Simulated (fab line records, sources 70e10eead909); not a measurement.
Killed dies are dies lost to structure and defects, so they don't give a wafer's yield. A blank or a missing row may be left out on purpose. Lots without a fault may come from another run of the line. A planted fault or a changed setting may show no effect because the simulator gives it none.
fab line records | flow nand_harc
record lots=14 wafers=42 last_day=32
route steps=1302 shown A_STAIRCASE@679
lots that met no fault: from a run of the same line without faults
start_h: hours from the record's first day to the start of the lot's first wafer shown | wait_h: hours since the lot's step before | " the same as in the row above | L1.1+2: a row that stands for several wafers | - no value, or no start given | * or withheld: withheld | < > ~ a bound
route shown NAME@n: a module of which the file shows steps, and the number in the route of the first | usual: mean/standard deviation of fault-free wafers | same: alike in all rows | chamber/n: place in a boat | sites: the reading at each site | _std_site: their standard deviation | _edge_site: outer sites' mean less inner sites' | radius_mm: how far each site lies from the wafer's centre | mask NAME#n: copy n | behind: the tool/chamber that last shaped the wafer | hold: why the lot was held/for how many hours/how that ended | device: the transistor (n, p or np) that didn't switch | end of line: the same wafers' tests at the end of the route | a step without rows: its recipe alone | killed: dies lost to structure and defects at the first sort, not the wafer's yield | map: a wafer's dies, x killed, . not, _ none there
set.NAME: the setting as run; set.NAME@STEP: as run at that earlier step | model.NAME: the simulator's own value behind a step, which no gauge read
steps of the route over a sample of lots; a table a step, a row a wafer
services: from which hour (start_h, from the record's first day; less than 0 if before it) a tool's chamber was out of use, for how many hours, and why
## steps
# step NHARC_A_STAIRCASE_TRIM_22
# recipe time_s=211.2 o2_flow_sccm=500 ar_flow_sccm=0 bias_w=0 chemistry=O2
# usual drypump_motor_current_A=5.70/0.28 o2_flow_sccm=500.0/1.6 oes_product_au=0.997/0.0084 rf_vpp_V=57.8/1 showerhead_plenum_p_Torr=3.51/0.17 throttle_valve_pct=17.036/0.0092
# columns lot.wafer tool chamber start_h wait_h drypump_motor_current_A o2_flow_sccm oes_product_au rf_hours_counter_h rf_vpp_V showerhead_plenum_p_Torr throttle_valve_pct
L473.1 rie_diel-05 3 - - 6.05 499.4 0.994 35 57.9 3.58 17.046
L473.2 " 0 " " 5.56 500.8 0.987 40 56.9 3.36 17.047
L473.6 " 2 " " 6.10 501.8 0.995 - 57.5 3.61 17.036
L474.4 rie_diel-09 1 - - 5.46 497.4 0.982 13 58.6 3.63 17.027
L474.3 " 3 " " 5.38 500.3 0.980 13 57.5 3.31 17.045
L474.6 " 1 " " 5.48 502.7 1.001 - 57.6 3.63 17.035
L475.2 rie_diel-05 1 - - 5.76 500.6 0.993 45 57.5 3.34 17.030
L475.1 " 2 " " 6.05 499.6 0.996 45 58.0 3.61 17.022
L475.6 " 1 " " 5.79 499.2 1.004 - 57.0 3.34 17.025
L478.4 rie_diel-09 3 - - 5.34 499.9 1.000 31 56.2 3.30 17.043
L478.5 " 2 " " 5.80 498.1 1.005 - 56.8 3.60 17.035
L478.6 " 3 " " 5.36 500.9 1.000 - 56.4 3.30 17.049
L481.3 rie_diel-05 2 - - 6.08 497.2 1.014 6 58.5 3.60 17.039
L481.5 " 2 " " 6.08 496.6 1.011 - 59.7 3.60 17.029
L481.6 " 3 " " 6.06 500.0 0.998 - 58.0 3.56 17.030
L483.4 rie_diel-09 0 - - 5.31 501.5 1.016 55 56.9 3.26 17.045
L483.3 " 1 " " 5.45 499.3 0.988 55 59.0 3.61 17.022
L483.2 " 3 " " 5.35 501.2 0.995 52 57.3 3.28 17.046
L487.2 rie_diel-11 1 - - 5.49 499.2 1.014 20 57.3 3.33 17.054
L487.3 " 3 " " 5.70 498.4 0.991 19 57.8 3.47 17.033
L487.6 " 1 " " 5.49 498.7 1.012 - 55.9 3.33 17.038
L489.2 rie_diel-11 2 - - 6.06 500.6 1.006 19 59.4 3.80 17.016
L489.3 " 3 " " 5.69 497.4 0.992 21 57.1 3.47 17.030
L489.5 " 3 " " 5.67 497.0 0.985 - 58.0 3.46 17.038
L488.3 rie_diel-11 1 - - 5.47 503.1 1.011 22 58.7 3.33 17.043
L488.5 " 1 " " 5.47 501.1 1.011 - 57.7 3.33 17.033
L488.4 " 3 " " 5.68 498.1 0.991 - 59.1 3.46 17.043
L490.1 rie_diel-09 3 - - 5.36 497.9 1.002 8 58.4 3.80 17.034
L490.4 " 1 " " 5.44 499.9 0.995 5 58.6 3.60 17.031
L490.6 " 2 " " 5.82 503.2 0.998 - 56.9 3.57 17.048
L491.3 rie_diel-05 0 - - 5.58 501.5 0.986 37 57.8 3.33 17.017
L491.1 " 1 " " 5.75 499.7 0.987 38 58.2 3.31 17.013
L491.4 " 2 " " 6.08 500.1 1.000 31 59.8 3.58 17.029
L492.4 rie_diel-09 0 - - 5.31 498.4 0.997 11 59.0 3.80 17.044
L492.1 " 1 " " 5.46 499.8 0.994 13 56.7 3.60 17.039
L492.3 " 2 " " 5.81 499.1 0.993 16 56.5 3.57 17.035
L495.4 rie_diel-05 0 - - 5.58 498.2 0.994 46 56.6 3.32 17.033
L495.3 " 1 " " 5.76 498.8 0.983 49 57.3 3.30 17.038
L495.6 " 3 " " 6.02 500.2 0.996 - 57.3 3.54 17.029
L494.1 rie_diel-11 0 - - 5.95 500.5 0.986 42 56.5 3.30 17.033
L494.3 " 2 " " 6.08 500.5 1.009 43 58.7 3.78 17.050
L494.2 " 3 " " 5.70 498.5 0.988 42 56.9 3.45 17.033
# step NHARC_A_STAIRCASE_TRIM_24
# recipe time_s=211.2 o2_flow_sccm=500 ar_flow_sccm=0 bias_w=0 chemistry=O2
# usual drypump_motor_current_A=5.71/0.28 o2_flow_sccm=500.0/1.5 oes_product_au=0.999/0.0086 rf_vpp_V=57.8/0.84 showerhead_plenum_p_Torr=3.51/0.17 throttle_valve_pct=17.035/0.0086
# columns lot.wafer tool chamber start_h wait_h drypump_motor_current_A o2_flow_sccm oes_product_au rf_hours_counter_h rf_vpp_V showerhead_plenum_p_Torr throttle_valve_pct
L473.2 rie_diel-05 3 - - 6.08 496.9 1.001 35 58.2 3.58 17.036
L473.1 " 2 " " 6.07 500.4 1.009 39 57.1 3.61 17.041
L473.6 " 0 " " 5.56 499.0 0.985 - 57.7 3.36 17.047
L474.4 rie_diel-09 2 - - 5.79 500.2 0.998 11 57.4 3.61 17.031
L474.3 " 0 " " 5.27 497.6 0.996 16 55.7 3.28 17.012
L474.6 " 2 " " 5.79 497.9 0.990 - 57.3 3.61 17.034
L475.2 rie_diel-05 0 - - 5.59 501.1 0.998 47 57.5 3.35 17.017
L475.1 " 1 " " 5.78 501.3 1.012 45 58.0 3.34 17.043
L475.6 " 1 " " 5.81 502.2 1.012 - 55.9 3.34 17.021
L478.4 rie_diel-09 2 - - 5.85 501.2 0.981 30 57.7 3.60 17.029
L478.5 " 1 " " 5.46 500.5 1.001 - 57.2 3.62 17.022
L478.6 " 2 " " 5.86 499.4 0.990 - 57.8 3.60 17.033
L481.3 rie_diel-05 0 - - 5.58 499.6 0.989 7 57.1 3.34 17.027
L481.6 " 2 " " 6.05 498.2 0.985 - 57.3 3.60 17.037
L481.5 " 3 " " 6.03 499.7 0.984 - 58.6 3.56 17.027
L483.2 rie_diel-09 1 - - 5.45 500.9 0.995 55 57.1 3.61 17.043
L483.4 " 2 " " 5.88 500.6 0.991 52 58.4 3.59 17.031
L483.3 " 0 " " 5.28 501.2 1.010 55 57.0 3.26 17.042
L487.3 rie_diel-11 3 - - 5.69 495.6 0.992 19 56.0 3.47 17.032
L487.2 " 2 " " 6.06 502.3 1.014 18 58.9 3.80 17.033
L487.6 " 0 " " 5.95 499.8 0.988 - 56.7 3.31 17.024
L489.2 rie_diel-11 2 - - 6.08 500.7 0.999 20 57.3 3.80 17.024
L489.3 " 3 " " 5.69 498.4 0.993 21 59.2 3.46 17.045
L489.5 " 1 " " 5.48 499.5 1.007 - 58.0 3.33 17.025
L488.3 rie_diel-11 1 - - 5.45 499.2 1.012 22 58.3 3.33 17.036
L488.5 " 2 " " 6.08 499.8 1.008 - 58.6 3.80 17.013
L488.4 " 1 " " 5.46 500.3 1.009 - 57.9 3.33 17.032
L490.4 rie_diel-09 1 - - 5.44 504.5 0.999 5 57.9 3.60 17.028
L490.1 " 3 " " 5.33 500.3 1.005 8 59.3 3.80 17.039
L490.6 " 0 " " 5.30 502.0 1.002 - 58.8 3.80 17.029
L491.4 rie_diel-05 2 - - 6.07 503.5 0.998 31 57.8 3.58 17.046
L491.1 " 3 " " 6.02 498.4 1.000 32 57.3 3.55 17.039
L491.3 " 1 " " 5.77 500.5 0.995 38 57.2 3.31 17.022
L492.4 rie_diel-09 1 - - 5.44 501.4 1.004 13 58.0 3.60 17.040
L492.3 " 2 " " 5.87 501.2 1.001 16 58.2 3.57 17.042
L492.1 " 0 " " 5.30 500.4 1.005 11 58.7 3.80 17.037
L495.4 rie_diel-05 0 - - 5.58 498.3 1.009 46 56.6 3.32 17.031
L495.3 " 1 " " 5.79 498.5 0.992 49 57.9 3.30 17.036
L495.6 " 0 " " 5.58 502.6 1.005 - 56.7 3.32 17.027
L494.1 rie_diel-11 3 - - 5.69 501.2 0.989 43 57.1 3.45 17.036
L494.3 " 1 " " 5.49 502.3 1.010 45 57.6 3.31 17.037
L494.2 " 2 " " 6.06 499.1 1.003 43 59.8 3.78 17.030
# step NHARC_A_STAIRCASE_EXPOSE_181
# recipe na=0.5 dose_mj=27.87 mask_id=STAIR_2
# usual exposure_dose_mJ_cm2=27.870/0.026 focus_offset_nm=0.0/0.45 na=0.5/0
# columns lot.wafer tool chamber start_h wait_h mask exposure_dose_mJ_cm2 focus_offset_nm na
L473.1 krf_scanner-02 0 345.18 - STAIR_2#0 27.811 0.7 0.5
L473.2 " 0 " " STAIR_2#0 27.870 -0.4 0.5
L473.6 " 0 " " STAIR_2#0 27.889 0.1 0.5
L474.3 krf_scanner-03 0 363.21 - STAIR_2#0 27.862 -0.1 0.5
L474.4 " 0 " " STAIR_2#0 27.858 -0.6 0.5
L474.6 " 0 " " STAIR_2#0 27.874 0.2 0.5
L475.1 krf_scanner-03 0 364.44 - STAIR_2#0 27.908 -0.5 0.5
L475.2 " 0 " " STAIR_2#0 27.850 -0.1 0.5
L475.6 " 0 " " STAIR_2#0 27.887 -0.3 0.5
L478.4 krf_scanner-02 0 409.51 - STAIR_2#0 27.876 0.2 0.5
L478.5 " 0 " " STAIR_2#0 27.886 0.6 0.5
L478.6 " 0 " " STAIR_2#0 27.894 0.2 0.5
L481.3 krf_scanner-02 - 446.86 - STAIR_2#0 - - -
L481.5 " - " " STAIR_2#0 - - -
L481.6 " - " " STAIR_2#0 - - -
L483.2 krf_scanner-01 - 465.43 - STAIR_2#0 - - -
L483.3 " - " " STAIR_2#0 - - -
L483.4 " - " " STAIR_2#0 - - -
L487.2 krf_scanner-03 0 500.59 - STAIR_2#0 27.879 0.0 0.5
L487.3 " 0 " " STAIR_2#0 27.878 0.0 0.5
L487.6 " 0 " " STAIR_2#0 27.926 0.1 0.5
L489.2 krf_scanner-01 0 504.87 - STAIR_2#0 27.918 0.0 0.5
L489.3 " 0 " " STAIR_2#0 27.861 0.2 0.5
L489.5 " 0 " " STAIR_2#0 27.883 -0.1 0.5
L488.3 krf_scanner-02 0 505.22 - STAIR_2#0 27.878 0.2 0.5
L488.4 " 0 " " STAIR_2#0 27.856 0.1 0.5
L488.5 " 0 " " STAIR_2#0 27.908 0.5 0.5
L490.1 krf_scanner-01 0 530.04 - STAIR_2#0 27.842 0.5 0.5
L490.4 " 0 " " STAIR_2#0 27.857 -0.5 0.5
L490.6 " 0 " " STAIR_2#0 27.908 0.3 0.5
L491.1 krf_scanner-01 0 535.36 - STAIR_2#0 27.860 0.7 0.5
L491.3 " 0 " " STAIR_2#0 27.897 0.5 0.5
L491.4 " 0 " " STAIR_2#0 27.861 0.5 0.5
L492.1 krf_scanner-02 0 548.71 - STAIR_2#0 27.854 0.0 0.5
L492.3 " 0 " " STAIR_2#0 27.838 0.1 0.5
L492.4 " 0 " " STAIR_2#0 27.834 0.2 0.5
L495.3 krf_scanner-01 0 566.13 - STAIR_2#0 27.835 -1.0 0.5
L495.4 " 0 " " STAIR_2#0 27.846 -0.1 0.5
L495.6 " 0 " " STAIR_2#0 27.818 -0.6 0.5
L494.1 krf_scanner-03 0 566.62 - STAIR_2#0 27.893 -0.4 0.5
L494.2 " 0 " " STAIR_2#0 27.867 -0.6 0.5
L494.3 " 0 " " STAIR_2#0 27.854 0.2 0.5
# step NHARC_A_STAIRCASE_ETCH_190
# recipe target_depth_a=1000 time_s=40.5 ion_energy_ev=400 c4f8_flow_sccm=20 o2_flow_sccm=10 ar_flow_sccm=withheld rf_w=600 bias_w=1000 chemistry=C4F8/O2
# usual oes_product_au=0.942/0.011 rf_vpp_V=894/6.4
# columns lot.wafer tool chamber start_h wait_h oes_product_au rf_hours_counter_h rf_vpp_V
L473.2 rie_diel-09 2 - - 0.947 6 900
L473.1 " 1 " " 0.937 8 900
L473.6 " 3 " " 0.949 - 888
L474.3 rie_diel-09 3 - - 0.917 14 887
L474.4 " 2 " " 0.938 12 898
L474.6 " 0 " " 0.953 - 886
L475.1 rie_diel-09 2 - - 0.953 12 900
L475.2 " 1 " " 0.944 14 900
L475.6 " 3 " " 0.944 - 887
L478.4 rie_diel-09 2 - - 0.933 32 899
L478.5 " 1 " " 0.938 - 897
L478.6 " 2 " " 0.945 - 900
L481.3 rie_diel-05 2 - - 0.937 8 900
L481.6 " 3 " " 0.939 - 897
L481.5 " 0 " " 0.948 - 888
L483.3 rie_diel-09 2 - - 0.941 52 898
L483.2 " 0 " " 0.961 55 886
L483.4 " 1 " " 0.930 55 898
L487.3 rie_diel-11 2 - - 0.927 19 906
L487.2 " 3 " " 0.920 20 894
L487.6 " 2 " " 0.953 - 904
L489.3 rie_diel-05 3 - - 0.934 25 895
L489.2 " 1 " " 0.937 30 888
L489.5 " 3 " " 0.946 - 895
L488.3 rie_diel-11 2 - - 0.951 21 906
L488.4 " 0 " " 0.932 23 887
L488.5 " 1 " " 0.947 - 887
L490.1 rie_diel-09 0 - - 0.946 6 907
L490.4 " 1 " " 0.939 6 899
L490.6 " 0 " " 0.941 - 907
L491.1 rie_diel-11 0 - - 0.931 33 889
L491.3 " 1 " " 0.971 35 888
L491.4 " 3 " " 0.938 32 894
L492.1 rie_diel-09 2 - - 0.927 17 897
L492.4 " 0 " " 0.946 12 906
L492.3 " 1 " " 0.940 14 899
L495.4 rie_diel-05 1 - - 0.944 49 888
L495.3 " 3 " " 0.952 45 897
L495.6 " 1 " " 0.941 - 887
L494.3 rie_diel-11 3 - - 0.941 43 894
L494.1 " 0 " " 0.936 43 887
L494.2 " 1 " " 0.944 46 888
## services
# columns tool chamber start_h hours kind
rie_diel-09 - 320.62 9.0 pm
rie_diel-09 0 320.62 9.0 vent_cycle
rie_diel-09 1 320.62 9.0 vent_cycle
rie_diel-11 1 344.06 5.6 repair
rie_diel-05 3 350.47 4.6 repair
krf_scanner-01 - 358.39 12.0 repair
krf_scanner-02 - 363.07 5.7 repair
rie_diel-11 3 395.85 1.2 repair
krf_scanner-03 - 396.00 4.0 pm
rie_diel-05 - 406.60 9.0 pm
rie_diel-11 - 435.80 9.0 pm
krf_scanner-02 - 450.68 0.1 repair
krf_scanner-01 - 451.36 1.2 repair
krf_scanner-02 - 468.34 4.0 pm
rie_diel-09 3 478.20 7.3 repair
krf_scanner-02 - 479.11 0.5 repair
krf_scanner-01 - 484.00 4.0 pm
krf_scanner-03 - 486.17 0.2 repair
rie_diel-09 - 498.49 9.0 pm
rie_diel-05 2 514.91 3.0 repair
krf_scanner-01 - 529.39 0.2 repair
krf_scanner-03 - 541.89 1.4 repair
rie_diel-05 0 554.66 1.3 repair
rie_diel-11 - 555.10 0.7 repair
## key
first_sign step=NHARC_A_STAIRCASE_EXPOSE_181 reading=tool_record direction=missing
effect none on later readings
met_at NHARC_A_STAIRCASE_EXPOSE_181
struck_lots L481,L483
scrapped_behind NHARC_A_SGD_CUT_INSPECT_11 L483.2,L483.3,L483.4
later_rows_left_out L481.3,L481.5,L481.6
sort_left_out L481.3,L481.5,L481.6
tester_left_out L481
not_acting_at NHARC_A_STAIRCASE_TRIM_22,NHARC_A_STAIRCASE_TRIM_24,NHARC_A_STAIRCASE_ETCH_190
onset_between 409.51 446.86
fault kind=skipped_step_whole tool=krf_scanner-01,krf_scanner-02 chamber=- onset_h=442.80 steps=NHARC_A_STAIRCASE_EXPOSE_181 scope=struck_lots_only
# tester_left_out: of these lots the tester's yield and bins aren't shown, on N5 and GAA mostly nor the transistor test; their killed dies are dies lost to structure and defects alone, not to doping, threshold or leakage, so they don't give the yield
# sort_left_out: the simulated sort isn't trusted on such a fault, so these wafers' sort isn't shown, and their yield isn't known
# later_rows_left_out: the simulator's readings of these wafers behind a module that went badly wrong aren't trusted and aren't shown, but for the sort
